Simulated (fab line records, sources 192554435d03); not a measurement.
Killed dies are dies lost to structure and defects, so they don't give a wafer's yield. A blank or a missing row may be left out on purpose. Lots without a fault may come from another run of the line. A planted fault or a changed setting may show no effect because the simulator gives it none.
Which tool did it? | flow n5_finfet | 23 lots, 69 wafers sampled, at 2 steps of a route of 1938

WHAT THE GAUGES READ, wafer by wafer
N5_DUMMY_GATE_THK_MEAS_05.
lot  | measured    | on            | thk_nm (nm)
L075 | day 2 23:49 | film_metro-01 | 70.0 70.4 70.0
L076 | day 3 06:38 | film_metro-02 | 73.2 71.1 71.2
L077 | day 3 12:38 | film_metro-01 | 71.3 72.4 71.8
L078 | day 3 20:28 | film_metro-02 | 72.0 69.8 72.3
L079 | day 3 23:20 | film_metro-02 | 69.5 70.1 72.2
L080 | day 4 05:14 | film_metro-01 | 72.8 71.6 71.7
L081 | day 4 11:12 | film_metro-01 | 69.2 71.0 71.6
L082 | day 4 16:42 | film_metro-02 | 73.5 73.5 73.0
L083 | day 4 23:28 | film_metro-02 | 72.0 71.9 72.9
L084 | day 5 04:56 | film_metro-02 | 72.1 72.5 74.2
L085 | day 5 12:25 | film_metro-02 | 70.5 71.1 72.6
L086 | day 6 00:16 | film_metro-02 | 70.7 71.1 72.6
L087 | day 6 03:55 | film_metro-02 | 72.2 70.6 71.9
L088 | day 6 07:33 | film_metro-01 | 69.6 71.7 71.4
L089 | day 6 11:20 | film_metro-02 | 70.8 71.2 69.8
L090 | day 6 22:48 | film_metro-02 | 71.3 70.7 70.4
L091 | day 7 02:27 | film_metro-02 | 72.0 70.7 72.3
L092 | day 7 06:06 | film_metro-02 | 72.4 73.1 70.1
L093 | day 7 13:31 | film_metro-01 | 70.0 70.0 71.0
L094 | day 7 17:22 | film_metro-02 | 70.1 70.4 71.6
L095 | day 8 00:35 | film_metro-01 | 70.0 69.7 72.6
L096 | day 8 05:03 | film_metro-01 | 69.4 71.8 70.1
L097 | day 8 18:20 | film_metro-01 | 73.9 73.7 74.0

WHICH TOOL RAN EACH LOT (tool, then ch and the chambers of the sampled wafers, then the start)
lot  | N5_DUMMY_GATE_ALD_02
L075 | ald_sin-02 ch 0,2, day 2 19:43
L076 | ald_sin-02 ch 0,2,3, day 3 02:34
L077 | ald_sin-01 ch 0,1,2, day 3 08:23
L078 | ald_sin-01 ch 1,2,3, day 3 16:23
L079 | ald_sin-01 ch 1,2,3, day 3 19:16
L080 | ald_sin-04 ch 1,3, day 4 01:09
L081 | ald_sin-04 ch 0,1,2, day 4 07:06
L082 | ald_sin-04 ch 0,1,2, day 4 12:36
L083 | ald_sin-01 ch 1,2, day 4 19:23
L084 | ald_sin-01 ch 0,2,3, day 5 00:51
L085 | ald_sin-02 ch 1,2,3, day 5 08:20
L086 | ald_sin-01 ch 0,2,3, day 5 13:27
L087 | ald_sin-04 ch 1,3, day 5 20:36
L088 | ald_sin-02 ch 0,1, day 6 02:22
L089 | ald_sin-01 ch 1,2,3, day 6 07:15
L090 | ald_sin-02 ch 0,2,3, day 6 15:28
L091 | ald_sin-01 ch 1,2,3, day 6 19:07
L092 | ald_sin-04 ch 0,3, day 6 23:44
L093 | ald_sin-04 ch 1,2,3, day 7 06:49
L094 | ald_sin-01 ch 2,3, day 7 13:08
L095 | ald_sin-02 ch 1,2,3, day 7 20:26
L096 | ald_sin-02 ch 0,1,2, day 8 00:58
L097 | ald_sin-04 ch 1,3, day 8 13:48
- N5_DUMMY_GATE_ALD_02: deposits SiO2, target thk 2 nm, pulse time 1 s.

WHAT THE TOOLS THEMSELVES READ (means of the sampled wafers that have a number; where no wafer has one, the mark that the record gives instead)
N5_DUMMY_GATE_ALD_02.
lot  | tool       | chamber_pressure_Torr (Torr) | heater_power_w (W) | precursor_pulse_height_rel
L075 | ald_sin-02 | 2.002                        | 474                | 0.997
L076 | ald_sin-02 | 2.000                        | 495                | 1.008
L077 | ald_sin-01 | 2.001                        | 472                | 1.009
L078 | ald_sin-01 | 2.005                        | 504                | 1.027
L079 | ald_sin-01 | 2.001                        | 503                | 0.989
L080 | ald_sin-04 | 1.998                        | 386                | 0.995
L081 | ald_sin-04 | 2.003                        | 492                | 0.993
L082 | ald_sin-04 | 2.001                        | 480                | 1.002
L083 | ald_sin-01 | 1.999                        | 514                | 0.996
L084 | ald_sin-01 | 1.996                        | 515                | 0.975
L085 | ald_sin-02 | 2.005                        | 444                | 1.001
L086 | ald_sin-01 | 1.995                        | 518                | 1.010
L087 | ald_sin-04 | 1.999                        | 393                | 1.005
L088 | ald_sin-02 | 1.996                        | 421                | 1.000
L089 | ald_sin-01 | 1.997                        | 508                | 0.984
L090 | ald_sin-02 | 1.999                        | 488                | 0.990
L091 | ald_sin-01 | 2.001                        | 503                | 0.996
L092 | ald_sin-04 | 2.002                        | 478                | 0.993
L093 | ald_sin-04 | 1.998                        | 443                | 1.000
L094 | ald_sin-01 | 1.999                        | 547                | 0.996
L095 | ald_sin-02 | 1.999                        | 452                | 0.998
L096 | ald_sin-02 | 2.001                        | 451                | 1.033
L097 | ald_sin-04 | 1.998                        | 415                | 0.980

THE ANSWER, worked out from the rows above alone
Rule: what is usual is taken from the lots themselves. Put in order of their means at a reading, lots are off if they are a third of the lots or fewer, leave a main group of 4 or more, and stand apart from it by a gap of 3 or more times the standard deviation of the main group's means; of several such gaps the widest counts. A main group whose means are all the same, to the digits that the tables above print for the reading, isn't used. A lot without any number at a reading at which 4 lots or more have one is off too. The other lots that the step has rows for count as sound. The gauges are gone through in route order, then the tools' own readings, and for those a lot's mean is taken as printed above. The first step at which some lot is off is used, and at that step the reading that is off furthest; a lot without a number counts as furthest.
No lot is off at any reading shown: from this, nothing can be told.

WHAT THE SIMULATOR HAD PUT IN
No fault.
